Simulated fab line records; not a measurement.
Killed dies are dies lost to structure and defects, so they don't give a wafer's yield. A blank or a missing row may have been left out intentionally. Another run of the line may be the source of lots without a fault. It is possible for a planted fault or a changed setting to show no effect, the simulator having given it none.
Which tool is to blame?	flow nandHarc	12 lots with 36 wafers sampled at 5 steps, on a route of 1159 steps

WHAT THE GAUGES READ, wafer by wafer
NHARC_A_ONON_D1_THK_MEAS_14: measures by ellipsometry.
lot	measured	on	thkNm (nm)
L575	day 8 14:37	filmMetro-01	991 990 992
L576	day 8 22:38	filmMetro-01	1524 1526 1524 1524 1524 1524
L579	day 9 10:06	filmMetro-02	1005 1004 1006
L578	day 9 10:22	filmMetro-01	1511 1512 1511 1511 1513 1512
L584	day 10 23:47	filmMetro-02	1001 1000 999
L582	day 10 23:58	filmMetro-01	1007 1007 1006
L585	day 11 06:17	filmMetro-01	977 980 978
L589	day 11 20:16	filmMetro-02	1008 1009 1009
L590	day 12 14:09	filmMetro-02	1017 1018 1017
L592	day 12 21:46	filmMetro-01	993 994 991
L593	day 13 06:53	filmMetro-01	1013 1014 1012
L594	day 13 06:59	filmMetro-02	998 1001 999

WHICH TOOL RAN EACH LOT (tool, then ch and the chambers of the sampled wafers, then the start)
lot	NHARC_P_BONDPAD_ETCH_37	NHARC_P_BONDPAD_PVD_17	NHARC_P_BONDPAD_CMP_19	NHARC_A_ONON_D1_DEP_12
L575	rieDiel-08 ch 0,3, day 7 09:05	pvdSputter-03, day 7 11:13 or earlier	cmp-02 ch 1,2, day 7 11:13	pecvdOnon-02 ch 0, day 8 14:13
L576	rieDiel-06 ch 0,3, day 7 15:00	pvdSputter-02, day 7 16:59 or earlier	cmp-02 ch 0,3, day 7 16:59	pecvdOnon-04 ch 0, day 8 22:10
L579	rieDiel-08 ch 1,3, day 8 02:42	pvdSputter-02, day 8 04:38 or earlier	cmp-02 ch 2,3, day 8 04:38	pecvdOnon-02 ch 0, day 9 09:39
L578	rieDiel-08 ch 1,2,3, day 8 03:51	pvdSputter-01, day 8 05:47 or earlier	cmp-01 ch 1,2, day 8 05:47	pecvdOnon-04 ch 0, day 9 09:52
L584	rieDiel-01 ch 0,3, day 9 19:29	pvdSputter-03, day 9 21:29 or earlier	cmp-01 ch 1,3, day 9 21:29	pecvdOnon-03 ch 0, day 10 23:15
L582	rieDiel-08 ch 1,3, day 9 20:05	pvdSputter-02, day 9 22:02 or earlier	cmp-02 ch 1,3, day 9 22:02	pecvdOnon-02 ch 0, day 10 23:28
L585	rieDiel-01 ch 0,3, day 10 02:31	pvdSputter-03, day 10 04:38 or earlier	cmp-04 ch 1,3, day 10 04:38	pecvdOnon-03 ch 0, day 11 05:54
L589	rieDiel-06 ch 0,2,3, day 10 15:50	pvdSputter-03, day 10 17:47 or earlier	cmp-04 ch 0,2,3, day 10 17:47	pecvdOnon-04 ch 0, day 11 19:48
L590	rieDiel-01 ch 1,2,3, day 11 07:14	pvdSputter-03, day 11 11:11 or earlier	cmp-04 ch 1,2,3, day 11 11:11	pecvdOnon-03 ch 0, day 12 13:42
L592	rieDiel-08 ch 0,1, day 11 16:57	pvdSputter-03, day 11 18:54 or earlier	cmp-02 ch 2,3, day 11 18:54	pecvdOnon-04 ch 0, day 12 21:19
L593	rieDiel-08 ch 0,1,2, day 12 00:24	pvdSputter-03, day 12 02:25 or earlier	cmp-01 ch 0,1,2, day 12 02:25	pecvdOnon-04 ch 0, day 13 06:29
L594	rieDiel-06 ch 0,1,2, day 12 01:24	pvdSputter-02, day 12 03:22 or earlier	cmp-04 ch 0,1, day 12 03:22	pecvdOnon-03 ch 0, day 13 06:36
- NHARC_P_BONDPAD_ETCH_37: etches the open film in N2/H2, target depth 60 nm, overetch 18 nm, time 65.91 s.
- NHARC_P_BONDPAD_PVD_17: deposits TaN, target thk 5 nm, time 8.06 s.
- NHARC_P_BONDPAD_CMP_19: polishes, t overpolish 30 s, cu recess touch 16 s, target thk 160.81 nm.
- NHARC_A_ONON_D1_DEP_12: target thk 1000 nm.

AS READ BY THE TOOLS THEMSELVES (means over the sampled wafers that have a number; for cases with no such wafer, the mark the record gives instead)
NHARC_P_BONDPAD_ETCH_37.
lot	tool	chamberPressureMTorr (mTorr)	drypumpMotorCurrentA (A)	oesProductAu (a.u.)	rfVppV (V)	showerheadPlenumPTorr (Torr)	throttleValvePct (%)
L575	rieDiel-08	29.991	5.6	1.002	426.8	1.91	14.173
L576	rieDiel-06	29.998	5.9	1.010	429.2	1.98	14.169
L579	rieDiel-08	30.016	6.1	1.002	428.2	1.96	14.175
L578	rieDiel-08	30.006	5.7	1.010	429.4	2.04	14.182
L584	rieDiel-01	30.011	5.6	0.993	432.7	2.14	14.170
L582	rieDiel-08	29.983	5.8	0.997	428.3	1.93	14.178
L585	rieDiel-01	30.003	5.6	1.002	434.0	2.14	14.167
L589	rieDiel-06	29.984	5.6	1.006	429.2	2.00	14.169
L590	rieDiel-01	30.008	5.2	0.999	429.8	2.05	14.168
L592	rieDiel-08	30.025	6.1	0.994	428.1	1.93	14.174
L593	rieDiel-08	29.993	5.8	1.006	430.6	2.03	14.177
L594	rieDiel-06	29.969	5.6	0.988	430.2	2.02	14.178

NHARC_P_BONDPAD_PVD_17.
lot	tool	throttleValvePct (%)
L575	pvdSputter-03	30.1
L576	pvdSputter-02	30.5
L579	pvdSputter-02	30.8
L578	pvdSputter-01	30.2
L584	pvdSputter-03	29.6
L582	pvdSputter-02	31.0
L585	pvdSputter-03	30.4
L589	pvdSputter-03	30.1
L590	pvdSputter-03	30.3
L592	pvdSputter-03	29.1
L593	pvdSputter-03	30.1
L594	pvdSputter-02	30.4

NHARC_P_BONDPAD_CMP_19.
lot	tool	motorCurrentA (A)	overpolishRunS (s)
L575	cmp-02	13.5	29.996
L576	cmp-02	12.0	30.006
L579	cmp-02	11.8	29.991
L578	cmp-01	12.3	29.994
L584	cmp-01	11.3	30.007
L582	cmp-02	11.8	30.003
L585	cmp-04	11.5	30.004
L589	cmp-04	11.3	29.992
L590	cmp-04	12.2	29.999
L592	cmp-02	12.1	30.006
L593	cmp-01	13.5	30.004
L594	cmp-04	13.1	30.009

THE ANSWER, worked out from the rows above alone
Rule: what is usual is taken from the lots themselves. Put in order of their means at a reading, lots are off if they are a third of the lots or fewer, leave a main group of 4 or more, and stand apart from it by a gap of 3 or more times the standard deviation of the main group's means; of several such gaps the widest counts. A main group is skipped when, at the precision printed for the reading in the tables above, its means are all equal. A lot without any number at a reading at which 4 lots or more have one is off too. Any other lot the step has rows for is counted as sound. Order of review: gauges by route order, followed by the tools' own readings, for which a lot's mean as printed above is used. At the first step where some lot is off, the reading lying furthest off is the one used; lots without a number count as furthest.
Off, at NHARC_A_ONON_D1_THK_MEAS_14 on thkNm: L576, L578. Mean 1001 nm and standard deviation 11 in the main group.
A tool fits if, at a process step before that reading, it ran every lot that is off, and no sound lot after the first of them. The gauges at NHARC_A_ONON_D1_THK_MEAS_14 are tried like those tools. Because NHARC_P_BONDPAD_PVD_17 lacks a start for some lots, the hours and order of its lots are taken from NHARC_P_BONDPAD_CMP_19. Not one of the candidates tried fits.

WHAT THE SIMULATOR HAD INSERTED
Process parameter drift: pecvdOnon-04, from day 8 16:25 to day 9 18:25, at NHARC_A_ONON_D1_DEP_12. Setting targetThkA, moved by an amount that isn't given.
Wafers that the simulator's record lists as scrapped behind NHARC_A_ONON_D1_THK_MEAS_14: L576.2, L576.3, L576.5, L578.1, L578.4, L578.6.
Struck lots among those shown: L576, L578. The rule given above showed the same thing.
